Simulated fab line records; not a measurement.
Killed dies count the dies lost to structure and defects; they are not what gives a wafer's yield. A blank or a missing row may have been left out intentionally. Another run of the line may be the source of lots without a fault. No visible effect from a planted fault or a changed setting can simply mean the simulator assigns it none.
Split-lot experiment :: flow n5Finfet :: 21 wafers read from 7 lots, route of 1938 steps

## ON THE SPLIT
At N5_FIN_SAQP_SPACER1_ALD_24 (deposits SiO2, target thk 20.3 nm, pulse time 1 s, purge time 2 s), the setting aldCycles was moved away from the recipe's 218 on 6 of the 21 wafers read, by -12.4% to +12.4%. For the rest of the wafers, this setting stayed at what the recipe calls for.

## FROM THE SPLIT TO THE READING: what the file shows between them, 2 steps
- N5_FIN_SAQP_SPACER1_ETCHBACK_25: etches SiO2 in CHF3/O2, target depth 24.4 nm, time 12.2 s
- N5_FIN_SAQP_MANDREL1_REMOVE_56: chemistry HBr/Cl2/O2, target a-Si, stops on SiNx, bt time 10 s

## THE READING
Shown in nm: cdNm at N5_FIN_SAQP_CD_MEAS_27, with target cd 20 nm. A value of 20.35 nm with a standard deviation of 0.24 nm is what fault-free wafers of this fab line usually give.

wafer: L082.2
tool, chamber at the split: aldSin-01, 0,2,0
aldCycles as run: 218
against the recipe: recipe
cdNm, nm: 20.69
against lot-mates on the recipe: -

wafer: L082.4
tool, chamber at the split: aldSin-01, 0,2,0
aldCycles as run: 218
against the recipe: recipe
cdNm, nm: 20.35
against lot-mates on the recipe: -

wafer: L082.6
tool, chamber at the split: aldSin-01, 0,2,0
aldCycles as run: 218
against the recipe: recipe
cdNm, nm: 19.84
against lot-mates on the recipe: -

wafer: L081.1
tool, chamber at the split: aldSin-03, 1
aldCycles as run: 218
against the recipe: recipe
cdNm, nm: 20.48
against lot-mates on the recipe: -

wafer: L081.2
tool, chamber at the split: aldSin-03, 0
aldCycles as run: 218
against the recipe: recipe
cdNm, nm: 20.12
against lot-mates on the recipe: -

wafer: L081.3
tool, chamber at the split: aldSin-03, 2
aldCycles as run: 206
against the recipe: -5.5%
cdNm, nm: 19.47
against lot-mates on the recipe: -0.83

wafer: L083.3
tool, chamber at the split: aldSin-01, 2
aldCycles as run: 218
against the recipe: recipe
cdNm, nm: 20.14
against lot-mates on the recipe: -

wafer: L083.4
tool, chamber at the split: aldSin-01, 3
aldCycles as run: 218
against the recipe: recipe
cdNm, nm: 20.25
against lot-mates on the recipe: -

wafer: L083.6
tool, chamber at the split: aldSin-01, 3
aldCycles as run: 203
against the recipe: -6.9%
cdNm, nm: 18.67
against lot-mates on the recipe: -1.52

wafer: L086.1
tool, chamber at the split: aldSin-04, 1
aldCycles as run: 218
against the recipe: recipe
cdNm, nm: 20.23
against lot-mates on the recipe: -

wafer: L086.2
tool, chamber at the split: aldSin-04, 2,3
aldCycles as run: 218
against the recipe: recipe
cdNm, nm: 20.24
against lot-mates on the recipe: -

wafer: L086.3
tool, chamber at the split: aldSin-04, 2,3
aldCycles as run: 218
against the recipe: recipe
cdNm, nm: 20.61
against lot-mates on the recipe: -

wafer: L087.1
tool, chamber at the split: aldSin-03, 0
aldCycles as run: 245
against the recipe: +12.4%
cdNm, nm: 23.26
against lot-mates on the recipe: +2.89

wafer: L087.2
tool, chamber at the split: aldSin-03, 2,3
aldCycles as run: 218
against the recipe: recipe
cdNm, nm: 20.35
against lot-mates on the recipe: -

wafer: L087.3
tool, chamber at the split: aldSin-03, 2,3
aldCycles as run: 218
against the recipe: recipe
cdNm, nm: 20.39
against lot-mates on the recipe: -

wafer: L088.1
tool, chamber at the split: aldSin-01, 2
aldCycles as run: 218
against the recipe: recipe
cdNm, nm: 20.81
against lot-mates on the recipe: -

wafer: L088.4
tool, chamber at the split: aldSin-01, 3,0
aldCycles as run: 191
against the recipe: -12.4%
cdNm, nm: 18.07
against lot-mates on the recipe: -2.74

wafer: L088.6
tool, chamber at the split: aldSin-01, 3,0
aldCycles as run: 191
against the recipe: -12.4%
cdNm, nm: 17.94
against lot-mates on the recipe: -2.87

wafer: L090.2
tool, chamber at the split: aldSin-04, 1,2
aldCycles as run: 218
against the recipe: recipe
cdNm, nm: 19.79
against lot-mates on the recipe: -

wafer: L090.4
tool, chamber at the split: aldSin-04, 1,2
aldCycles as run: 218
against the recipe: recipe
cdNm, nm: 20.64
against lot-mates on the recipe: -

wafer: L090.6
tool, chamber at the split: aldSin-04, 3
aldCycles as run: 192
against the recipe: -11.9%
cdNm, nm: 18.02
against lot-mates on the recipe: -2.20
When a row names more than one chamber, that row covers several wafers, and the file does not tell which wafer ran in which chamber.

THE FIT
A straight line over all 21 wafers: cdNm changes by +0.205 nm for each +1% of aldCycles; r = +0.97; the points scatter about the line by 0.29 nm.
The same after taking each lot's own level away (the mean of its wafers on the recipe; 21 wafers): +0.217 nm for each +1%; r = +0.98; scatter 0.25 nm.
That fit puts the effect of the largest move of aldCycles on the reading at 2.7 nm.
The lots' own levels span 20.195 to 20.810 nm, that is 2.6 times the standard deviation above.
Consequently the slope shifts little with the lot-to-lot level, the two slopes agreeing.
Check: +2.63 nm against its lot-mates is what the line predicts for one of the wafers moved furthest among these (+12.4%) when that wafer is left out of the fit. It came out at +2.89 nm against them.

## OTHER SPLITS APPLIED TO THESE WAFERS
Before the reading, these wafers also passed through other splits. Each is held against what the fit with the lots' levels taken away leaves over:
other split on the same wafers: N5_PMOS_HMC_CHANNEL_EPI_PEB_07 pebTempC
wafers away from the commonest value: 7
r with cdNm (lot level and that fit taken away): -0.39

other split on the same wafers: N5_PMOS_HMC_CHANNEL_EPI_DEVELOP_08 developTimeS
wafers away from the commonest value: 6
r with cdNm (lot level and that fit taken away): -0.18

## THE WHOLE CHAIN: every reading that the file lists as answering this split, in the file's order
step: N5_FIN_SAQP_SPACER1_ALD_24
what it does: deposits SiO2, target thk 20.3 nm, pulse time 1 s, purge time 2 s
reading: SiO2_of_FIN_SAQP_SPACER1_ALD_24.thkNm (the simulator's own value, which no gauge read)
change (the file's fit): +0.205 nm for each +1% of the setting
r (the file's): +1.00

step: N5_FIN_SAQP_MANDREL1_REMOVE_56
what it does: chemistry HBr/Cl2/O2, target a-Si, stops on SiNx, bt time 10 s
reading: FIN_SAQP.cdNm (the simulator's own value, which no gauge read)
change (the file's fit): +0.206 nm for each +1% of the setting
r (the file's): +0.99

step: N5_FIN_SAQP_CD_MEAS_27
what it does: target cd 20 nm
reading: cdNm
change (the file's fit): +0.212 nm for each +1% of the setting
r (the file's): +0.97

## THE FILE'S OWN FIT
cdNm changes by +0.212 nm for each +1% of aldCycles, r = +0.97.
